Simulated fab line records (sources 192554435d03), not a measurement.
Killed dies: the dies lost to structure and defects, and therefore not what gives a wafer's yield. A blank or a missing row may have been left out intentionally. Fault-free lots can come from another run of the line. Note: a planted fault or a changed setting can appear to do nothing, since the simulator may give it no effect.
Matching of chambers + flow n5 finfet + 4 sister chambers for N5_GATE_CUT_SAC_CAP_01 on ald sin-01
The step material SiNx, target thk 24 nm, pulse time 1 s, ald cycles 480. 4 wafers are shown with their chamber, then 9 later ones without.

WAFERS PAIRED WITH THEIR CHAMBERS
| wafer  | chamber | heater power w (W) |
|--------|---------|--------------------|
| L086.1 | 1       | 849                |
| L089.1 | 3       | 883                |
| L089.3 | 2       | 721                |
| L089.5 | 0       | 819                |

WAFERS WITH NO CHAMBER GIVEN
| wafer  | heater power w (W) |
|--------|--------------------|
| L093.1 | 825                |
| L093.3 | 834                |
| L093.4 | 647                |
| L094.1 | 817                |
| L094.5 | 789                |
| L094.6 | 807                |
| L095.2 | 829                |
| L095.3 | 639                |
| L095.5 | 833                |

WHICH CHAMBER EACH WENT THROUGH
| wafer  | from the rows above               | in truth |
|--------|-----------------------------------|----------|
| L093.1 | can't be placed: 0 or 1 or 3      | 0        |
| L093.3 | can't be placed: 0 or 1 or 3      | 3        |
| L093.4 | 2                                 | 2        |
| L094.1 | can't be placed: 0 or 1 or 3      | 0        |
| L094.5 | can't be placed: 0 or 1 or 2 or 3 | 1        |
| L094.6 | can't be placed: 0 or 1 or 3 or 2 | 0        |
| L095.2 | can't be placed: 0 or 1 or 3      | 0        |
| L095.3 | 2                                 | 2        |
| L095.5 | can't be placed: 0 or 1 or 3      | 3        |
Correctly placed: 2 of 9. Unplaceable from these rows: 7, with the true chamber sitting among the candidates in 7. Wrongly placed: 0.
How it was worked out, from the rows above alone: a wafer's distance from a chamber is the root of the sum, over the readings, of the square of ((its reading less the chamber's mean) divided by the reading's scatter). If the next closest chamber is less than 2 further off than the closest, the wafer can't be placed; otherwise it belongs to the closest. The mean given for a chamber averages the wafers shown for that chamber. The scatter (one wafer shown for each chamber): square how far every hidden wafer sits from the nearest shown wafer, average those squares and take the square root.
